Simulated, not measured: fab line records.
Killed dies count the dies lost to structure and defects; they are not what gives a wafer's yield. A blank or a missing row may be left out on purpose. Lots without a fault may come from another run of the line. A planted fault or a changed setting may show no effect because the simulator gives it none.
Which tool did it?    flow n5_finfet    9 lots, 25 wafers sampled, at 5 steps of a route of 1938

WHAT THE GAUGES SHOWED, per wafer
N5_BEOL_M4_RC_MEAS_101. Usual: DIBL_N 35.9 mV/V, standard deviation 1.6; DIBL_P 35.6 mV/V, standard deviation 2.1; IOFF_N 0.149 nA/um, standard deviation 0.029; IOFF_P 0.20 nA/um, standard deviation 0.033; ION_N 671 uA/um, standard deviation 11; ION_P 460 uA/um, standard deviation 7.3; SS_N 71.4 mV/dec, standard deviation 0.62; SS_P 73.2 mV/dec, standard deviation 0.65; VT_N 251 mV, standard deviation 3.1; VT_P -251 mV, standard deviation 3.4.
lot   measured      on         DIBL_N (mV/V)   DIBL_P (mV/V)   IOFF_N (nA/um)     IOFF_P (nA/um)  ION_N (uA/um)  ION_P (uA/um)  SS_N (mV/dec)   SS_P (mV/dec)   VT_N (mV)    VT_P (mV)       flag
L658  day 7 21:37   prober-02  35.4 34.5 34.0  33.8 34.4 34.4  0.133 0.124 0.116  0.15 0.15 0.16  662 656 655    445 451 453    70.8 70.5 69.8  72.5 72.7 72.6  251 254 254  -258 -256 -257  
L661  day 8 14:39   prober-02  35.5 34.7       36.8 35.0       0.138 0.136        0.18 0.16       668 668        454 452        71.2 71.5       73.5 72.3       251 253      -256 -256       
L666  day 9 17:02   prober-01  36.0 36.4 36.3  38.9 37.9 38.7  0.162 0.158 0.175  0.24 0.22 0.24  676 681 704    477 468 480    70.3 71.3 71.8  73.6 73.6 73.8  250 248 248  -247 -248 -245  
L669  day 10 20:29  prober-01  37.3 34.3 36.1  35.7 32.8 35.5  0.166 0.124 0.151  0.25 0.20 0.24  657 670 660    460 469 459    72.1 70.5 71.3  73.9 72.4 73.4  250 252 250  -248 -249 -249  
L671  day 11 07:04  prober-01  35.1 34.1       33.3 32.3       0.135 0.118        0.19 0.18       662 664        461 455        71.3 70.7       73.0 72.6       253 254      -251 -251       
L673  day 11 17:20  prober-01  37.1 37.1 37.4  35.7 36.3 37.6  0.152 0.158 0.155  0.18 0.19 0.20  673 670 677    462 464 460    71.7 72.0 72.0  73.0 73.3 73.9  252 250 251  -253 -253 -250  
L678  day 12 19:22  prober-01  35.7 33.7 36.3  34.9 32.6 35.9  0.132 0.110 0.150  0.20 0.17 0.21  672 651 664    465 454 453    72.0 70.9 71.7  73.4 72.2 73.2  254 254 252  -250 -249 -248  
L680  day 13 12:37  prober-02  36.8 38.7 39.1  35.2 38.1 38.4  0.157 0.199 0.213  0.21 0.26 0.27  681 683 697    468 467 475    70.7 71.9 72.5  73.0 73.8 74.2  253 245 244  -250 -244 -248  
L681  day 13 15:45  prober-02  34.6 34.9 35.7  34.7 33.6 34.8  0.133 0.135 0.154  0.19 0.16 0.19  665 679 681    458 461 459    71.8 71.3 71.5  72.8 72.4 73.6  251 252 250  -251 -253 -249  

WHAT TOOL EACH LOT RAN ON (gives the tool, then ch and the chambers of the sampled wafers, and finally the start)
lot   N5_MOL_CONTACT_COAG_ETCH_47         N5_MOL_CONTACT_COAG_ETCH_67         N5_MOL_CONTACT_COAG_VIA_ETCH_117    N5_MOL_CONTACT_COAG_CMP_52
L658  rie_diel-02 ch 0,3, day 5 04:55     rie_diel-05 ch 0,1, day 5 06:14     rie_diel-05 ch 0,1, day 5 06:22     cmp-01 ch 0,3, day 5 07:10
L661  rie_diel-02 ch 2, day 6 02:05       rie_diel-06 ch 1,2, day 6 03:27     rie_diel-06 ch 1,2, day 6 03:35     cmp-04 ch 2,3, day 6 04:28
L666  rie_diel-02 ch 1,2,3, day 7 02:47   rie_diel-06 ch 0,2,3, day 7 04:24   rie_diel-06 ch 0,2,3, day 7 04:31   cmp-04 ch 0,2,3, day 7 05:27
L669  rie_diel-06 ch 0,3, day 8 05:12     rie_diel-05 ch 1,2, day 8 06:35     rie_diel-05 ch 1,2, day 8 06:43     cmp-04 ch 1,2,3, day 8 07:35
L671  rie_diel-06 ch 1,2, day 8 12:27     rie_diel-05 ch 0,1, day 8 13:49     rie_diel-05 ch 0,1, day 8 13:56     cmp-04 ch 1,3, day 8 14:49
L673  rie_diel-06 ch 0,2,3, day 9 00:50   rie_diel-05 ch 1,2, day 9 01:59     rie_diel-05 ch 1,2, day 9 02:07     cmp-01 ch 0,1,2, day 9 03:00
L678  rie_diel-02 ch 1,2,3, day 10 07:57  rie_diel-05 ch 0,1,2, day 10 09:26  rie_diel-05 ch 0,1,2, day 10 09:33  cmp-04 ch 1,2,3, day 10 10:24
L680  rie_diel-06 ch 1,2, day 10 14:37    rie_diel-05 ch 2,3, day 10 15:45    rie_diel-05 ch 2,3, day 10 15:53    cmp-02 ch 0,1,2, day 10 16:46
L681  rie_diel-05 ch 0,1,3, day 10 18:19  rie_diel-06 ch 2,3, day 10 19:37    rie_diel-06 ch 2,3, day 10 19:45    cmp-01 ch 0,2, day 10 20:39
- N5_MOL_CONTACT_COAG_ETCH_47: etches SiNx in CH3F/O2, stops on W, target depth 27 nm.
- N5_MOL_CONTACT_COAG_ETCH_67: etches SOC in N2/H2, target depth 60 nm, overetch 21 nm, time 101.2 s.
- N5_MOL_CONTACT_COAG_VIA_ETCH_117: etches SiO2 in C4F6/O2, target depth 40 nm, overetch 8 nm, time 26 s.
- N5_MOL_CONTACT_COAG_CMP_52: polishes, stops on SiO2, t overpolish 1.5 s, target thk 66.5 nm.

WHAT THE TOOLS THEMSELVES READ (means of the sampled wafers that have a number; where no wafer has one, the mark that the record gives instead)
N5_MOL_CONTACT_COAG_ETCH_47. Usual: bias_w 72.99 W (standard deviation 0.22); drypump_motor_current_A 5.8 A (standard deviation 0.46); etch_rf_on_time_s 31.2 s (standard deviation 0.44); oes_product_au 0.69 a.u. (standard deviation 0.05); rf_vpp_V 295 V (standard deviation 6.2); showerhead_plenum_p_Torr 2.03 Torr (standard deviation 0.035); throttle_valve_pct 16.44 % (standard deviation 0.21).
lot   tool         bias_w (W)  drypump_motor_current_A (A)  etch_rf_on_time_s (s)  oes_product_au (a.u.)  rf_vpp_V (V)  showerhead_plenum_p_Torr (Torr)  throttle_valve_pct (%)  flag
L658  rie_diel-02  73.10       6.3                          31.0                   0.77                   291           2.08                             16.36                   
L661  rie_diel-02  73.29       5.1                          31.4                   0.66                   292           2.01                             16.82                   
L666  rie_diel-02  72.89       5.7                          31.4                   0.66                   289           2.00                             16.56                   
L669  rie_diel-06  73.05       5.9                          30.9                   0.70                   297           2.02                             16.58                   
L671  rie_diel-06  72.97       5.6                          31.2                   0.66                   291           2.03                             16.36                   
L673  rie_diel-06  72.95       5.9                          31.2                   0.68                   292           2.01                             16.51                   
L678  rie_diel-02  73.02       5.8                          31.3                   0.64                   289           1.99                             16.61                   
L680  rie_diel-06  72.91       5.6                          31.5                   0.63                   293           2.04                             16.43                   
L681  rie_diel-05  73.19       5.7                          30.9                   0.71                   299           2.04                             16.44                   

N5_MOL_CONTACT_COAG_ETCH_67. Usual: bias_w 150.0 W, standard deviation 0.47; drypump_motor_current_A 5.8 A, standard deviation 0.49; n2_flow_sccm 200.0 sccm, standard deviation 0.64; oes_product_au 0.64 a.u., standard deviation 0.046; rf_vpp_V 524.9 V, standard deviation 1.7; showerhead_plenum_p_Torr 2.58 Torr, standard deviation 0.058; temp_c 40.01 C, standard deviation 0.12; throttle_valve_pct 17.92 %, standard deviation 0.21.
lot   tool         bias_w (W)  drypump_motor_current_A (A)  n2_flow_sccm (sccm)  oes_product_au (a.u.)  rf_vpp_V (V)  showerhead_plenum_p_Torr (Torr)  temp_c (C)  throttle_valve_pct (%)  flag
L658  rie_diel-05  150.4       6.0                          199.7                0.71                   524.6         2.57                             40.11       17.89                   
L661  rie_diel-06  149.7       5.6                          199.7                0.64                   525.0         2.60                             39.91       17.77                   
L666  rie_diel-06  149.8       5.9                          199.7                0.65                   524.8         2.55                             39.89       17.96                   
L669  rie_diel-05  150.8       5.3                          200.3                0.64                   525.7         2.62                             40.10       17.75                   
L671  rie_diel-05  149.8       5.8                          200.1                0.67                   524.6         2.55                             39.86       17.93                   
L673  rie_diel-05  150.3       5.8                          199.5                0.66                   525.3         2.59                             39.83       17.87                   
L678  rie_diel-05  149.7       5.5                          200.4                0.64                   524.4         2.58                             40.02       17.86                   
L680  rie_diel-05  149.9       5.3                          200.3                0.65                   526.7         2.65                             40.14       17.65                   
L681  rie_diel-06  150.1       5.6                          200.3                0.66                   524.0         2.55                             39.99       17.90                   

N5_MOL_CONTACT_COAG_VIA_ETCH_117. Usual: bias_w 455.1 W, standard deviation 1.3; drypump_motor_current_A 5.8 A, standard deviation 0.5; oes_product_au 0.69 a.u., standard deviation 0.048; rf_vpp_V 1572 V, standard deviation 33; showerhead_plenum_p_Torr 2.88 Torr, standard deviation 0.051; throttle_valve_pct 41.3 %, standard deviation 0.58.
lot   tool         bias_w (W)  drypump_motor_current_A (A)  oes_product_au (a.u.)  rf_vpp_V (V)  showerhead_plenum_p_Torr (Torr)  throttle_valve_pct (%)  flag
L658  rie_diel-05  454.9       6.0                          0.75                   1617          2.89                             41.7                    
L661  rie_diel-06  455.9       5.6                          0.68                   1558          2.90                             41.0                    
L666  rie_diel-06  454.7       5.9                          0.70                   1564          2.86                             41.6                    
L669  rie_diel-05  456.0       5.3                          0.69                   1617          2.91                             40.9                    
L671  rie_diel-05  455.9       5.8                          0.71                   1614          2.88                             41.7                    
L673  rie_diel-05  430.5       5.8                          0.71                   1551          2.90                             41.4                    OFF
L678  rie_diel-05  429.7       5.5                          0.68                   1548          2.89                             41.2                    OFF
L680  rie_diel-05  429.9       5.3                          0.70                   1516          2.95                             40.6                    OFF
L681  rie_diel-06  454.8       5.6                          0.70                   1584          2.87                             41.6                    

N5_MOL_CONTACT_COAG_CMP_52. Usual: motor_current_A 12.2 A, standard deviation 1; overpolish_run_s 1.500 s, standard deviation 0.0085; time_to_endpoint_s 13.6 s, standard deviation 2.3.
lot   tool    motor_current_A (A)  overpolish_run_s (s)  time_to_endpoint_s (s)  flag
L658  cmp-01  12.0                 1.495                 16.0                    
L661  cmp-04  12.8                 1.493                 14.5                    
L666  cmp-04  13.2                 1.502                 12.5                    
L669  cmp-04  11.6                 1.506                 13.7                    
L671  cmp-04  12.2                 1.506                 13.6                    
L673  cmp-01  12.0                 1.499                 12.7                    
L678  cmp-04  12.2                 1.504                 14.3                    
L680  cmp-02  12.7                 1.506                 12.3                    
L681  cmp-01  12.2                 1.504                 14.7                    

THE ANSWER, worked out from the rows above alone
Rule: a lot counts as off when the mean over its wafers that have a number is more than 3 standard deviations away from the usual mean. Also off: a lot with no number at a reading for which 4 or more lots have one. Any other lot the step has rows for is counted as sound. Order of review: gauges by route order, followed by the tools' own readings, for which a lot's mean as printed above is used. At the first step where some lot is off, the reading lying furthest off is the one used; lots without a number count as furthest.
Off at N5_MOL_CONTACT_COAG_VIA_ETCH_117 (bias_w): L673, L678, L680.
If a tool, at that step or one of the process steps before it, ran each lot that is off and ran no sound lot following the first of them, it fits. One fits: N5_MOL_CONTACT_COAG_ETCH_67 and N5_MOL_CONTACT_COAG_VIA_ETCH_117 on rie_diel-05. At N5_MOL_CONTACT_COAG_ETCH_67 its last sound lot is L671 (day 8 13:49), its first lot that is off L673 (day 9 01:59): a fault that began between those two fits.

WHAT THE SIMULATOR HAD INSERTED
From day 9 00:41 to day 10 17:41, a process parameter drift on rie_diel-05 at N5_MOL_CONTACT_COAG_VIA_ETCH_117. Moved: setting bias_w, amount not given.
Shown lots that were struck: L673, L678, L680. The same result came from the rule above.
